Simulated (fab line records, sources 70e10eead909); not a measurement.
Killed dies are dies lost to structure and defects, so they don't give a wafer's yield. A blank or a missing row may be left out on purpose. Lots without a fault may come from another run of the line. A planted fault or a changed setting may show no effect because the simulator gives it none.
Problem report in the 8D (eight disciplines) form, filled by code | flow nand_harc | the parts of the form that need people (team, actions taken, sign-off) are left out

1. THE PROBLEM
thk_nm at NHARC_A_ONON_D1_THK_MEAS_27 reads a mean of 1754 nm on 2 wafers of 2 lots; wafers without a fault read 999 nm with a standard deviation of 9. That is +84 standard deviations from the usual mean.
The step: measures by ellipsometry.
First seen on wafer L313.4, day 11 17:49, on film_metro-02. The record holds 42 wafers of 14 lots with a number at this step. Rule for "out", or "out of limits": more than 4 standard deviations from the usual mean. The other wafers with a number count as sound.

2. WHAT IT IS AND WHAT IT IS NOT
question                    | is                           | is not
which readings at this step | thk_nm                       | -
which lots                  | L313, L317                   | L305, L306, L307, L310, L311, L312, L316, L323, L324, L326, L327, L328
which wafers of those lots  | L313.4, L317.3               | L313.1, L313.2, L317.1, L317.2
read on which gauges        | film_metro-01, film_metro-02 | -
when                        | from day 11 17:49            | up to then (20 sound wafers); but 20 sound wafers of L316, L317, L323, L324, L326, L327, L328 came after

3. SUSPECTS, AND WHAT RULES EACH OUT
Counting: a tool at a process step up to the reading stays a suspect if it ran every lot that is out. Sound lots after the first of them don't rule it out here, since some wafers of a struck lot are sound.
- the gauge at NHARC_A_ONON_D1_THK_MEAS_27: ruled out. The wafers that are out were read on 2 gauges (film_metro-01, film_metro-02).
- pecvd_onon-01 at NHARC_A_ONON_D1_DEP_25 (target thk 1000 nm): kept. It ran every lot that is out, first L313 (day 11 17:19); its last sound lot up to then is L312 (day 11 01:22).
Left after counting: pecvd_onon-01 at NHARC_A_ONON_D1_DEP_25.

4. THE CAUSE (what the simulator had put in)
Process parameter drift: pecvd_onon-01, from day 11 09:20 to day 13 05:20, at NHARC_A_ONON_D1_DEP_25. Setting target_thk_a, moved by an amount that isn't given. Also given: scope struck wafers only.
Counting left only this tool.

5. THE CHAIN OF EFFECTS, in route order
Each row: a reading whose mean over the struck wafers that have a number lies more than 3 standard deviations from the usual. Only readings for which the record gives a usual standard deviation are gone through. hours: the time from each lot's start at the first step in this table that gives one to its start at this step, as a median over the lots. sigmas: the change in usual standard deviations.
hours | step                        | reading         | usual  | on struck wafers | change | sigmas
0     | NHARC_A_ONON_D1_THK_MEAS_27 | thk_nm          | 999 nm | 1754             | +754   | +84
384   | NHARC_END_SORT_01           | killed_at_array | 46     | 674              | +628   | +42
384   | NHARC_END_SORT_01           | killed_dies     | 50     | 677              | +627   | +42

6. WHAT WOULD HAVE CAUGHT IT SOONER
In this record the first reading out of limits at a measuring or inspecting step was taken at day 11 17:49, 8 hours after the fault began at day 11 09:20.
Of the lots that are out (2), L317 began NHARC_A_ONON_D1_DEP_25 on pecvd_onon-01 after day 11 17:49. A hold on the tool at that time would have spared it.
